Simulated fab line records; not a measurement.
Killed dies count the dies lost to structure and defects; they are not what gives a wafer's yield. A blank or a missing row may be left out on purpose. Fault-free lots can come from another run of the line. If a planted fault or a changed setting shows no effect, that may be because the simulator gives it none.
Which tool is to blame? || flow nand harc || 42 wafers from 14 lots sampled at 4 of the route's 1302 steps

WHAT THE GAUGES READ, wafer by wafer
Not one reading of a measure or inspect step in the record can be checked against a usual standard deviation.

TOOL THAT RAN EACH LOT (tool first, then ch and the chambers of the sampled wafers, then the start)
{"lot": "L897", "NHARC_THIN_TSV_ETCH_44": "rie diel-13 ch 0,1,3, day 24 10:22", "NHARC_THIN_TSV_STRIP_45": "plasma asher-02 ch 0,1, day 24 11:17", "NHARC_THIN_TSV_PVD_19": "pvd sputter-03, day 24 14:11 or earlier", "NHARC_THIN_TSV_ANNEAL_52": "rtp anneal-02 ch 0, day 24 14:11"}
{"lot": "L898", "NHARC_THIN_TSV_ETCH_44": "rie diel-10 ch 0,2,3, day 24 11:44", "NHARC_THIN_TSV_STRIP_45": "plasma asher-02 ch 0,1, day 24 12:31", "NHARC_THIN_TSV_PVD_19": "pvd sputter-02, day 24 15:38 or earlier", "NHARC_THIN_TSV_ANNEAL_52": "rtp anneal-02 ch 0, day 24 15:38"}
{"lot": "L899", "NHARC_THIN_TSV_ETCH_44": "rie diel-02 ch 1,2,3, day 25 04:35", "NHARC_THIN_TSV_STRIP_45": "plasma asher-01 ch 0,1, day 25 05:16", "NHARC_THIN_TSV_PVD_19": "pvd sputter-03, day 25 08:11 or earlier", "NHARC_THIN_TSV_ANNEAL_52": "rtp anneal-02 ch 0, day 25 08:11"}
{"lot": "L900", "NHARC_THIN_TSV_ETCH_44": "rie diel-10 ch 0,1,2, day 25 05:47", "NHARC_THIN_TSV_STRIP_45": "plasma asher-02 ch 0,1, day 25 06:35", "NHARC_THIN_TSV_PVD_19": "pvd sputter-03, day 25 09:31 or earlier", "NHARC_THIN_TSV_ANNEAL_52": "rtp anneal-02 ch 0, day 25 09:31"}
{"lot": "L901", "NHARC_THIN_TSV_ETCH_44": "rie diel-13 ch 0,2, day 26 14:55", "NHARC_THIN_TSV_STRIP_45": "plasma asher-02 ch 0,1, day 26 15:47", "NHARC_THIN_TSV_PVD_19": "pvd sputter-02, day 26 18:42 or earlier", "NHARC_THIN_TSV_ANNEAL_52": "rtp anneal-01 ch 0, day 26 18:42"}
{"lot": "L904", "NHARC_THIN_TSV_ETCH_44": "rie diel-13 ch 0,1,3, day 27 09:46", "NHARC_THIN_TSV_STRIP_45": "plasma asher-02 ch 0,1, day 27 10:35", "NHARC_THIN_TSV_PVD_19": "pvd sputter-03, day 27 13:52 or earlier", "NHARC_THIN_TSV_ANNEAL_52": "rtp anneal-02 ch 0, day 27 13:52"}
{"lot": "L906", "NHARC_THIN_TSV_ETCH_44": "rie diel-10 ch 0,1,2, day 28 10:10", "NHARC_THIN_TSV_STRIP_45": "plasma asher-02 ch 0,1, day 28 11:01", "NHARC_THIN_TSV_PVD_19": "pvd sputter-01, day 28 14:07 or earlier", "NHARC_THIN_TSV_ANNEAL_52": "rtp anneal-02 ch 0, day 28 14:07"}
{"lot": "L908", "NHARC_THIN_TSV_ETCH_44": "rie diel-13 ch 0,1,3, day 28 17:32", "NHARC_THIN_TSV_STRIP_45": "plasma asher-01 ch 0,1, day 28 18:28", "NHARC_THIN_TSV_PVD_19": "pvd sputter-03, day 28 21:37 or earlier", "NHARC_THIN_TSV_ANNEAL_52": "rtp anneal-01 ch 0, day 28 21:37"}
{"lot": "L910", "NHARC_THIN_TSV_ETCH_44": "rie diel-13 ch 0,2,3, day 29 10:46", "NHARC_THIN_TSV_STRIP_45": "plasma asher-01 ch 0,1, day 29 11:37", "NHARC_THIN_TSV_PVD_19": "pvd sputter-02, day 29 14:31 or earlier", "NHARC_THIN_TSV_ANNEAL_52": "rtp anneal-01 ch 0, day 29 14:31"}
{"lot": "L909", "NHARC_THIN_TSV_ETCH_44": "rie diel-02 ch 1,2,3, day 29 12:01", "NHARC_THIN_TSV_STRIP_45": "plasma asher-02 ch 0,1, day 29 12:49", "NHARC_THIN_TSV_PVD_19": "pvd sputter-03, day 29 15:43 or earlier", "NHARC_THIN_TSV_ANNEAL_52": "rtp anneal-02 ch 0, day 29 15:43"}
{"lot": "L915", "NHARC_THIN_TSV_ETCH_44": "rie diel-13 ch 0,3, day 31 15:15", "NHARC_THIN_TSV_STRIP_45": "plasma asher-02 ch 0,1, day 31 16:02", "NHARC_THIN_TSV_PVD_19": "pvd sputter-02, day 31 18:53 or earlier", "NHARC_THIN_TSV_ANNEAL_52": "rtp anneal-01 ch 0, day 31 18:53"}
{"lot": "L916", "NHARC_THIN_TSV_ETCH_44": "rie diel-02 ch 0,2, day 32 02:49", "NHARC_THIN_TSV_STRIP_45": "plasma asher-01 ch 0,1, day 32 03:36", "NHARC_THIN_TSV_PVD_19": "pvd sputter-02, day 32 06:31 or earlier", "NHARC_THIN_TSV_ANNEAL_52": "rtp anneal-01 ch 0, day 32 06:31"}
{"lot": "L917", "NHARC_THIN_TSV_ETCH_44": "rie diel-13 ch 1,2,3, day 32 04:00", "NHARC_THIN_TSV_STRIP_45": "plasma asher-01 ch 0,1, day 32 04:41", "NHARC_THIN_TSV_PVD_19": "pvd sputter-01, day 32 07:43 or earlier", "NHARC_THIN_TSV_ANNEAL_52": "rtp anneal-01 ch 0, day 32 07:43"}
{"lot": "L918", "NHARC_THIN_TSV_ETCH_44": "rie diel-13 ch 1,2,3, day 33 06:14", "NHARC_THIN_TSV_STRIP_45": "plasma asher-01 ch 0,1, day 33 07:01", "NHARC_THIN_TSV_PVD_19": "pvd sputter-03, day 33 10:07 or earlier", "NHARC_THIN_TSV_ANNEAL_52": "rtp anneal-02 ch 0, day 33 10:07"}
- NHARC_THIN_TSV_ETCH_44: etches the open film in CF4/O2, target depth 1594.2 nm, time 797.1 s.
- NHARC_THIN_TSV_STRIP_45: strips in O2.
- NHARC_THIN_TSV_PVD_19: deposits TaN, target thk 20 nm.
- NHARC_THIN_TSV_ANNEAL_52: time 90 s.

AS READ BY THE TOOLS THEMSELVES (means over the sampled wafers that have a number; for cases with no such wafer, the mark the record gives instead)
NHARC_THIN_TSV_ETCH_44. Usual: value, then standard deviation, for each; bias w 799.9 W / 2.3; cf4 flow sccm 150.0 sccm / 0.43; drypump motor current A 5.5 A / 0.53; oes product au 0.995 a.u. / 0.013; rf vpp V 793 V / 5; showerhead plenum p Torr 1.82 Torr / 0.078; throttle valve pct 16.915 % / 0.0093.
{"lot": "L897", "tool": "rie diel-13", "bias w (W)": 799.9, "cf4 flow sccm (sccm)": 149.8, "drypump motor current A (A)": 5.2, "oes product au (a.u.)": 0.980, "rf vpp V (V)": 793, "showerhead plenum p Torr (Torr)": 1.82, "throttle valve pct (%)": 16.913, "flag": ""}
{"lot": "L898", "tool": "rie diel-10", "bias w (W)": 799.9, "cf4 flow sccm (sccm)": 150.0, "drypump motor current A (A)": 5.5, "oes product au (a.u.)": 0.997, "rf vpp V (V)": 792, "showerhead plenum p Torr (Torr)": 1.79, "throttle valve pct (%)": 16.912, "flag": ""}
{"lot": "L899", "tool": "rie diel-02", "bias w (W)": 798.7, "cf4 flow sccm (sccm)": 150.3, "drypump motor current A (A)": 6.4, "oes product au (a.u.)": 1.009, "rf vpp V (V)": 794, "showerhead plenum p Torr (Torr)": 1.81, "throttle valve pct (%)": 16.921, "flag": ""}
{"lot": "L900", "tool": "rie diel-10", "bias w (W)": 797.0, "cf4 flow sccm (sccm)": 149.7, "drypump motor current A (A)": 5.6, "oes product au (a.u.)": 1.004, "rf vpp V (V)": 791, "showerhead plenum p Torr (Torr)": 1.77, "throttle valve pct (%)": 16.911, "flag": ""}
{"lot": "L901", "tool": "rie diel-13", "bias w (W)": 798.2, "cf4 flow sccm (sccm)": 150.0, "drypump motor current A (A)": 5.1, "oes product au (a.u.)": 0.990, "rf vpp V (V)": 791, "showerhead plenum p Torr (Torr)": 1.79, "throttle valve pct (%)": 16.919, "flag": ""}
{"lot": "L904", "tool": "rie diel-13", "bias w (W)": 802.5, "cf4 flow sccm (sccm)": 149.6, "drypump motor current A (A)": 5.3, "oes product au (a.u.)": 0.987, "rf vpp V (V)": 794, "showerhead plenum p Torr (Torr)": 1.82, "throttle valve pct (%)": 16.911, "flag": ""}
{"lot": "L906", "tool": "rie diel-10", "bias w (W)": 799.3, "cf4 flow sccm (sccm)": 150.3, "drypump motor current A (A)": 5.6, "oes product au (a.u.)": 1.015, "rf vpp V (V)": 791, "showerhead plenum p Torr (Torr)": 1.77, "throttle valve pct (%)": 16.922, "flag": ""}
{"lot": "L908", "tool": "rie diel-13", "bias w (W)": 799.5, "cf4 flow sccm (sccm)": 149.3, "drypump motor current A (A)": 5.2, "oes product au (a.u.)": 0.985, "rf vpp V (V)": 793, "showerhead plenum p Torr (Torr)": 1.82, "throttle valve pct (%)": 16.916, "flag": ""}
{"lot": "L910", "tool": "rie diel-13", "bias w (W)": "-", "cf4 flow sccm (sccm)": "-", "drypump motor current A (A)": "-", "oes product au (a.u.)": "-", "rf vpp V (V)": "-", "showerhead plenum p Torr (Torr)": "-", "throttle valve pct (%)": "-", "flag": "OFF"}
{"lot": "L909", "tool": "rie diel-02", "bias w (W)": "-", "cf4 flow sccm (sccm)": "-", "drypump motor current A (A)": "-", "oes product au (a.u.)": "-", "rf vpp V (V)": "-", "showerhead plenum p Torr (Torr)": "-", "throttle valve pct (%)": "-", "flag": "OFF"}
{"lot": "L915", "tool": "rie diel-13", "bias w (W)": 800.6, "cf4 flow sccm (sccm)": 150.0, "drypump motor current A (A)": 5.6, "oes product au (a.u.)": 0.984, "rf vpp V (V)": 794, "showerhead plenum p Torr (Torr)": 1.81, "throttle valve pct (%)": 16.907, "flag": ""}
{"lot": "L916", "tool": "rie diel-02", "bias w (W)": 799.4, "cf4 flow sccm (sccm)": 150.3, "drypump motor current A (A)": 6.2, "oes product au (a.u.)": 0.988, "rf vpp V (V)": 795, "showerhead plenum p Torr (Torr)": 1.84, "throttle valve pct (%)": 16.926, "flag": ""}
{"lot": "L917", "tool": "rie diel-13", "bias w (W)": 800.7, "cf4 flow sccm (sccm)": 150.3, "drypump motor current A (A)": 5.3, "oes product au (a.u.)": 0.989, "rf vpp V (V)": 798, "showerhead plenum p Torr (Torr)": 1.89, "throttle valve pct (%)": 16.918, "flag": ""}
{"lot": "L918", "tool": "rie diel-13", "bias w (W)": 801.2, "cf4 flow sccm (sccm)": 149.5, "drypump motor current A (A)": 5.2, "oes product au (a.u.)": 0.989, "rf vpp V (V)": 798, "showerhead plenum p Torr (Torr)": 1.89, "throttle valve pct (%)": 16.917, "flag": ""}

NHARC_THIN_TSV_STRIP_45. Usual: drypump motor current A 5.6 A, standard deviation 0.4; heater power w 332 W, standard deviation 29; rf refl power W 20 W, standard deviation 3.4.
{"lot": "L897", "tool": "plasma asher-02", "drypump motor current A (A)": 5.8, "heater power w (W)": 311, "rf refl power W (W)": "-", "flag": "OFF"}
{"lot": "L898", "tool": "plasma asher-02", "drypump motor current A (A)": 6.0, "heater power w (W)": 306, "rf refl power W (W)": 18, "flag": ""}
{"lot": "L899", "tool": "plasma asher-01", "drypump motor current A (A)": 5.5, "heater power w (W)": 367, "rf refl power W (W)": 24, "flag": ""}
{"lot": "L900", "tool": "plasma asher-02", "drypump motor current A (A)": 5.9, "heater power w (W)": 305, "rf refl power W (W)": 18, "flag": ""}
{"lot": "L901", "tool": "plasma asher-02", "drypump motor current A (A)": 6.0, "heater power w (W)": 309, "rf refl power W (W)": 18, "flag": ""}
{"lot": "L904", "tool": "plasma asher-02", "drypump motor current A (A)": 5.8, "heater power w (W)": 300, "rf refl power W (W)": "-", "flag": "OFF"}
{"lot": "L906", "tool": "plasma asher-02", "drypump motor current A (A)": 6.0, "heater power w (W)": 309, "rf refl power W (W)": 18, "flag": ""}
{"lot": "L908", "tool": "plasma asher-01", "drypump motor current A (A)": 5.2, "heater power w (W)": 369, "rf refl power W (W)": 22, "flag": ""}
{"lot": "L910", "tool": "plasma asher-01", "drypump motor current A (A)": 5.4, "heater power w (W)": 366, "rf refl power W (W)": 24, "flag": ""}
{"lot": "L909", "tool": "plasma asher-02", "drypump motor current A (A)": 5.8, "heater power w (W)": 310, "rf refl power W (W)": 18, "flag": ""}
{"lot": "L915", "tool": "plasma asher-02", "drypump motor current A (A)": 6.0, "heater power w (W)": 303, "rf refl power W (W)": 18, "flag": ""}
{"lot": "L916", "tool": "plasma asher-01", "drypump motor current A (A)": 5.4, "heater power w (W)": 351, "rf refl power W (W)": 24, "flag": ""}
{"lot": "L917", "tool": "plasma asher-01", "drypump motor current A (A)": 5.4, "heater power w (W)": 356, "rf refl power W (W)": 24, "flag": ""}
{"lot": "L918", "tool": "plasma asher-01", "drypump motor current A (A)": 5.4, "heater power w (W)": 350, "rf refl power W (W)": "-", "flag": "OFF"}

NHARC_THIN_TSV_PVD_19. Usual: throttle valve pct 29.7 %, standard deviation 0.97.
{"lot": "L897", "tool": "pvd sputter-03", "throttle valve pct (%)": 29.5, "flag": ""}
{"lot": "L898", "tool": "pvd sputter-02", "throttle valve pct (%)": 30.0, "flag": ""}
{"lot": "L899", "tool": "pvd sputter-03", "throttle valve pct (%)": 29.6, "flag": ""}
{"lot": "L900", "tool": "pvd sputter-03", "throttle valve pct (%)": 29.7, "flag": ""}
{"lot": "L901", "tool": "pvd sputter-02", "throttle valve pct (%)": 29.0, "flag": ""}
{"lot": "L904", "tool": "pvd sputter-03", "throttle valve pct (%)": 29.1, "flag": ""}
{"lot": "L906", "tool": "pvd sputter-01", "throttle valve pct (%)": 31.7, "flag": ""}
{"lot": "L908", "tool": "pvd sputter-03", "throttle valve pct (%)": 29.1, "flag": ""}
{"lot": "L910", "tool": "pvd sputter-02", "throttle valve pct (%)": 29.1, "flag": ""}
{"lot": "L909", "tool": "pvd sputter-03", "throttle valve pct (%)": 29.3, "flag": ""}
{"lot": "L915", "tool": "pvd sputter-02", "throttle valve pct (%)": 30.1, "flag": ""}
{"lot": "L916", "tool": "pvd sputter-02", "throttle valve pct (%)": 29.3, "flag": ""}
{"lot": "L917", "tool": "pvd sputter-01", "throttle valve pct (%)": 30.8, "flag": ""}
{"lot": "L918", "tool": "pvd sputter-03", "throttle valve pct (%)": 29.5, "flag": ""}

NHARC_THIN_TSV_ANNEAL_52. Usual: wafer_temp_C_max 226.4, standard deviation 0.35.
{"lot": "L897", "tool": "rtp anneal-02", "wafer_temp_C_max": 226.3, "flag": ""}
{"lot": "L898", "tool": "rtp anneal-02", "wafer_temp_C_max": 225.8, "flag": ""}
{"lot": "L899", "tool": "rtp anneal-02", "wafer_temp_C_max": 226.5, "flag": ""}
{"lot": "L900", "tool": "rtp anneal-02", "wafer_temp_C_max": 226.0, "flag": ""}
{"lot": "L901", "tool": "rtp anneal-01", "wafer_temp_C_max": 226.7, "flag": ""}
{"lot": "L904", "tool": "rtp anneal-02", "wafer_temp_C_max": 226.2, "flag": ""}
{"lot": "L906", "tool": "rtp anneal-02", "wafer_temp_C_max": 226.1, "flag": ""}
{"lot": "L908", "tool": "rtp anneal-01", "wafer_temp_C_max": 226.5, "flag": ""}
{"lot": "L910", "tool": "rtp anneal-01", "wafer_temp_C_max": 226.5, "flag": ""}
{"lot": "L909", "tool": "rtp anneal-02", "wafer_temp_C_max": 226.1, "flag": ""}
{"lot": "L915", "tool": "rtp anneal-01", "wafer_temp_C_max": 226.8, "flag": ""}
{"lot": "L916", "tool": "rtp anneal-01", "wafer_temp_C_max": 226.6, "flag": ""}
{"lot": "L917", "tool": "rtp anneal-01", "wafer_temp_C_max": 226.5, "flag": ""}
{"lot": "L918", "tool": "rtp anneal-02", "wafer_temp_C_max": 226.3, "flag": ""}

THE ANSWER, worked out from the rows above alone
Rule: lot off if the mean of its wafers having a number is beyond 3 standard deviations from the usual mean. A lot without any number at a reading at which 4 lots or more have one is off too. Where the step has rows for the other lots, those lots are counted as sound. After the gauges, taken in route order, come the tools' own readings; for these a lot's mean is taken, as printed above. At the first step where some lot is off, the reading lying furthest off is the one used; lots without a number count as furthest.
Off: L910, L909, at NHARC_THIN_TSV_ETCH_44 (bias w). Without a number there: L910, L909.
If a tool, at that step or one of the process steps before it, ran each lot that is off and ran no sound lot following the first of them, it fits. No candidate that was tried fits.

WHAT THE SIMULATOR HAD PUT IN
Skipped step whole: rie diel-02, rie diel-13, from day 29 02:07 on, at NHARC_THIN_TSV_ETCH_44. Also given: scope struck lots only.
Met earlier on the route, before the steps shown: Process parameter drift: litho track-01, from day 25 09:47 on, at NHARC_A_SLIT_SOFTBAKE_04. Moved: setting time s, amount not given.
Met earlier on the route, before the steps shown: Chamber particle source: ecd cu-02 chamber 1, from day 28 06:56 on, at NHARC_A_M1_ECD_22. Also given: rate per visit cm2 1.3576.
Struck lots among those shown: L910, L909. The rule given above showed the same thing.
